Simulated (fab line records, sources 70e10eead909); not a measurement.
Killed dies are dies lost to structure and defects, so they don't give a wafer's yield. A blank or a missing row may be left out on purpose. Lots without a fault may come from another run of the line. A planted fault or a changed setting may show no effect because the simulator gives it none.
Which tool did it? | flow nand_harc | 11 lots, 33 wafers sampled, at 6 steps of a route of 1302

WHAT THE GAUGES READ, wafer by wafer
NHARC_A_CHANNEL_HOLE_D2_INSPECT_40.
lot  | measured     | on                | raw_defect_count
L457 | day 13 15:51 | defect_inspect-01 | 359 234 303
L458 | day 14 03:55 | defect_inspect-02 | 156 176 272
L461 | day 15 11:49 | defect_inspect-01 | 800 833 762
L463 | day 15 21:36 | defect_inspect-02 | 819 1041 908
L471 | day 19 14:19 | defect_inspect-02 | 221 250 274
L472 | day 19 15:53 | defect_inspect-02 | 259 208 329
L473 | day 20 01:29 | defect_inspect-01 | 394 358 245
L474 | day 20 19:14 | defect_inspect-01 | 221 226 313
L477 | day 21 17:12 | defect_inspect-02 | 248 221 246
L478 | day 22 12:51 | defect_inspect-01 | 226 151 141
L480 | day 23 01:45 | defect_inspect-01 | 261 202 203

NHARC_END_SORT_01.
lot  | measured     | on        | killed_at_array | killed_at_other | killed_at_periphery | killed_dies | killed_open | killed_short
L461 | day 26 09:17 | prober-02 | 92 103 154      | 0 0 0           | 1 3 5               | 93 106 159  | 1 2 2       | 3 3 0
L463 | day 26 23:20 | prober-01 | 90 139 154      | 1 2 0           | 3 3 3               | 94 144 157  | 4 3 3       | 6 6 4
L473 | day 31 11:17 | prober-01 | 102 91 81       | 3 2 4           | 3 3 8               | 108 96 93   | 7 0 7       | 2 2 5

WHICH TOOL RAN EACH LOT (tool, then ch and the chambers of the sampled wafers, then the start)
lot  | NHARC_A_CHANNEL_HOLE_D2_ETCH_23  | NHARC_A_CHANNEL_HOLE_D2_ETCH_25  | NHARC_A_CHANNEL_HOLE_D2_STRIP_28              | NHARC_A_CHANNEL_FILL_D2_ALD_16
L457 | har_etch-01 ch 0,1, day 13 11:41 | har_etch-01 ch 0,1, day 13 13:11 | rie_diel-02 ch 0,2,3, day 13 15:51 or earlier | ald_hk-01 ch 2,3, day 14 10:32
L458 | har_etch-01 ch 0,1, day 13 23:45 | har_etch-01 ch 0,1, day 14 01:14 | rie_diel-04 ch 0,3, day 14 03:55 or earlier   | ald_hk-01 ch 0,1,3, day 14 16:05
L461 | har_etch-01 ch 0,1, day 15 07:39 | har_etch-01 ch 0,1, day 15 09:08 | rie_diel-02 ch 0,1,3, day 15 11:49 or earlier | ald_hk-01 ch 0,1,3, day 16 00:13
L463 | har_etch-01 ch 0,1, day 15 17:21 | har_etch-01 ch 0,1, day 15 18:49 | rie_diel-02 ch 0,1,2, day 15 21:36 or earlier | ald_hk-01 ch 1,2,3, day 16 10:33
L471 | har_etch-01 ch 0,1, day 19 10:04 | har_etch-01 ch 0,1, day 19 11:31 | rie_diel-04 ch 2,3, day 19 14:19 or earlier   | ald_hk-01 ch 2,3, day 20 03:31
L472 | har_etch-02 ch 0,1, day 19 11:37 | har_etch-02 ch 0,1, day 19 13:05 | rie_diel-02 ch 0,1,2, day 19 15:53 or earlier | ald_hk-04 ch 0,3, day 20 03:31
L473 | har_etch-01 ch 0,1, day 19 21:26 | har_etch-01 ch 0,1, day 19 22:57 | rie_diel-02 ch 0,1, day 20 01:29 or earlier   | ald_hk-03 ch 0,2,3, day 20 13:56
L474 | har_etch-01 ch 0,1, day 20 15:05 | har_etch-01 ch 0,1, day 20 16:34 | rie_diel-02 ch 1,2,3, day 20 19:14 or earlier | ald_hk-01 ch 1,2, day 21 07:48
L477 | har_etch-01 ch 0,1, day 21 12:55 | har_etch-01 ch 0,1, day 21 14:22 | rie_diel-02 ch 1,3, day 21 17:12 or earlier   | ald_hk-01 ch 1,2, day 22 05:41
L478 | har_etch-02 ch 0,1, day 22 08:35 | har_etch-02 ch 0,1, day 22 10:02 | rie_diel-04 ch 1,3, day 22 12:51 or earlier   | ald_hk-01 ch 1,3, day 23 01:43
L480 | har_etch-02 ch 0,1, day 22 21:29 | har_etch-02 ch 0,1, day 22 22:57 | rie_diel-02 ch 0,2,3, day 23 01:45 or earlier | ald_hk-03 ch 0,2,3, day 23 14:10
- NHARC_A_CHANNEL_HOLE_D2_ETCH_23: etches the open film in C4F8/O2/Ar, time 819 s, target depth 1600 nm.
- NHARC_A_CHANNEL_HOLE_D2_ETCH_25: etches the open film in C4F8/O2/Ar, time 1040.2 s, target depth 1500 nm.
- NHARC_A_CHANNEL_HOLE_D2_STRIP_28: strips in O2.
- NHARC_A_CHANNEL_FILL_D2_ALD_16: deposits SiO2, target thk 1.5 nm, pulse time 10 s, ald cycles 15.

WHAT THE TOOLS THEMSELVES READ (means of the sampled wafers that have a number; where no wafer has one, the mark that the record gives instead)
NHARC_A_CHANNEL_HOLE_D2_ETCH_23.
lot  | tool        | drypump_motor_current_A (A) | o2_flow_sccm (sccm) | showerhead_plenum_p_Torr (Torr) | throttle_valve_pct (%)
L457 | har_etch-01 | 6.1                         | 35.77               | 3.65                            | 32.155
L458 | har_etch-01 | 5.7                         | 35.65               | 3.67                            | 32.148
L461 | har_etch-01 | 6.0                         | 35.57               | 3.63                            | 32.153
L463 | har_etch-01 | 5.7                         | 35.75               | 3.66                            | 32.162
L471 | har_etch-01 | 5.7                         | 35.64               | 3.63                            | 32.159
L472 | har_etch-02 | 5.8                         | 35.76               | 3.91                            | 32.147
L473 | har_etch-01 | 6.1                         | 35.62               | 3.60                            | 32.153
L474 | har_etch-01 | 5.7                         | 35.65               | 3.62                            | 32.158
L477 | har_etch-01 | 5.8                         | 35.80               | 3.61                            | 32.149
L478 | har_etch-02 | 5.8                         | 35.60               | 3.89                            | 32.148
L480 | har_etch-02 | 5.8                         | 35.64               | 3.88                            | 32.158

NHARC_A_CHANNEL_HOLE_D2_ETCH_25.
lot  | tool        | drypump_motor_current_A (A) | o2_flow_sccm (sccm) | showerhead_plenum_p_Torr (Torr) | throttle_valve_pct (%)
L457 | har_etch-01 | 6.1                         | 31.32               | 3.64                            | 32.233
L458 | har_etch-01 | 5.7                         | 31.07               | 3.66                            | 32.240
L461 | har_etch-01 | 6.1                         | 31.25               | 3.63                            | 32.243
L463 | har_etch-01 | 5.7                         | 31.28               | 3.65                            | 32.238
L471 | har_etch-01 | 5.7                         | 31.13               | 3.62                            | 32.234
L472 | har_etch-02 | 5.8                         | 31.21               | 3.90                            | 32.236
L473 | har_etch-01 | 6.1                         | 31.20               | 3.59                            | 32.229
L474 | har_etch-01 | 5.7                         | 31.15               | 3.61                            | 32.230
L477 | har_etch-01 | 5.7                         | 31.24               | 3.60                            | 32.238
L478 | har_etch-02 | 5.8                         | 31.17               | 3.88                            | 32.234
L480 | har_etch-02 | 5.8                         | 31.24               | 3.88                            | 32.238

NHARC_A_CHANNEL_HOLE_D2_STRIP_28.
lot  | tool        | drypump_motor_current_A (A) | o2_flow_sccm (sccm) | oes_product_au (a.u.) | rf_vpp_V (V) | showerhead_plenum_p_Torr (Torr) | throttle_valve_pct (%)
L457 | rie_diel-02 | 6.0                         | 499.5               | 1.002                 | 57.5         | 3.58                            | 17.034
L458 | rie_diel-04 | 6.3                         | 499.7               | 0.988                 | 57.7         | 3.48                            | 17.037
L461 | rie_diel-02 | 6.2                         | 498.9               | 0.999                 | 58.2         | 3.60                            | 17.044
L463 | rie_diel-02 | 6.0                         | 498.6               | 1.004                 | 57.8         | 3.55                            | 17.031
L471 | rie_diel-04 | 5.9                         | 500.5               | 0.998                 | 56.9         | 3.38                            | 17.037
L472 | rie_diel-02 | 6.0                         | 499.6               | 1.008                 | 56.8         | 3.55                            | 17.036
L473 | rie_diel-02 | 6.4                         | 499.3               | 1.001                 | 57.4         | 3.53                            | 17.039
L474 | rie_diel-02 | 5.9                         | 498.1               | 1.010                 | 57.9         | 3.62                            | 17.039
L477 | rie_diel-02 | 6.0                         | 500.5               | 1.002                 | 58.6         | 3.67                            | 17.033
L478 | rie_diel-04 | 5.5                         | 499.9               | 0.992                 | 57.6         | 3.67                            | 17.041
L480 | rie_diel-02 | 6.0                         | 499.4               | 1.000                 | 57.2         | 3.57                            | 17.039

NHARC_A_CHANNEL_FILL_D2_ALD_16.
lot  | tool      | heater_power_outer_w (W) | heater_power_w (W) | precursor_pulse_height_rel
L457 | ald_hk-01 | 262                      | 464                | 0.989
L458 | ald_hk-01 | 251                      | 424                | 1.012
L461 | ald_hk-01 | 244                      | 431                | 1.012
L463 | ald_hk-01 | 241                      | 418                | 0.990
L471 | ald_hk-01 | 265                      | 465                | 0.980
L472 | ald_hk-04 | 269                      | 486                | 1.008
L473 | ald_hk-03 | 253                      | 445                | 1.019
L474 | ald_hk-01 | 247                      | 444                | 1.000
L477 | ald_hk-01 | 248                      | 433                | 0.987
L478 | ald_hk-01 | 227                      | 396                | 1.031
L480 | ald_hk-03 | 251                      | 446                | 0.997

THE ANSWER, worked out from the rows above alone
Rule: what is usual is taken from the lots themselves. Put in order of their means at a reading, lots are off if they are a third of the lots or fewer, leave a main group of 4 or more, and stand apart from it by a gap of 3 or more times the standard deviation of the main group's means; of several such gaps the widest counts. A main group whose means are all the same, to the digits that the tables above print for the reading, isn't used. A lot without any number at a reading at which 4 lots or more have one is off too. The other lots that the step has rows for count as sound. The gauges are gone through in route order, then the tools' own readings, and for those a lot's mean is taken as printed above. The first step at which some lot is off is used, and at that step the reading that is off furthest; a lot without a number counts as furthest.
Off: L461, L463, at NHARC_A_CHANNEL_HOLE_D2_INSPECT_40 (raw_defect_count). The main group: mean 248, standard deviation 45.
A tool fits if, at a process step before that reading, it ran every lot that is off, and no sound lot after the first of them. The gauges at NHARC_A_CHANNEL_HOLE_D2_INSPECT_40 are tried like those tools. NHARC_A_CHANNEL_HOLE_D2_STRIP_28 gives no start for some lots, so the hours and the order of its lots are those of NHARC_A_CHANNEL_HOLE_D2_INSPECT_40. None of those tried fits.

WHAT THE SIMULATOR HAD PUT IN
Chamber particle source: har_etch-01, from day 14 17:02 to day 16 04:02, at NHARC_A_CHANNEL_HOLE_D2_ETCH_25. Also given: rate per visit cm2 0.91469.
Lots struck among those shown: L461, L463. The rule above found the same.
